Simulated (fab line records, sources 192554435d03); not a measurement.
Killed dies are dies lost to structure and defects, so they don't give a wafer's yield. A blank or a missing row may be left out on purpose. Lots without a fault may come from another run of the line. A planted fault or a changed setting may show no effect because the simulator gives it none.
Chamber matching | flow n5_finfet | N5_PMOS_HMC_CHANNEL_EPI_DESCUM_14 on rie_diel-04: 4 sister chambers
The step chemistry O2, time 7.9 s. 4 wafers are shown with their chamber, then 7 later ones without.

WAFERS WITH THEIR CHAMBER
wafer  | chamber | drypump_motor_current_A (A)
L093.1 | 2       | 5.9
L093.4 | 3       | 5.2
L094.1 | 1       | 6.3
L094.4 | 0       | 5.7

WAFERS WITHOUT THEIR CHAMBER
wafer  | drypump_motor_current_A (A)
L094.6 | 5.2
L095.1 | 5.3
L095.4 | 6.3
L095.6 | 5.2
L097.3 | 6.4
L097.4 | 5.2
L097.6 | 5.2

WHICH CHAMBER EACH WENT THROUGH
wafer  | from the rows above | in truth
L094.6 | 3                   | 3
L095.1 | 3                   | 3
L095.4 | 1                   | 1
L095.6 | 3                   | 3
L097.3 | 1                   | 1
L097.4 | 3                   | 3
L097.6 | 3                   | 3
Placed correctly: 7 of 7. Can't be placed from these rows: 0. Placed wrongly: 0.
How it was worked out, from the rows above alone: a wafer's distance from a chamber is the root of the sum, over the readings, of the square of ((its reading less the chamber's mean) divided by the reading's scatter). The wafer belongs to the nearest chamber; if the next one is less than 2 further off, it can't be placed. A chamber's mean is the mean of its shown wafers. The scatter: with one shown wafer a chamber, the root of the mean of the squares of how far each hidden wafer lies from its nearest shown one.
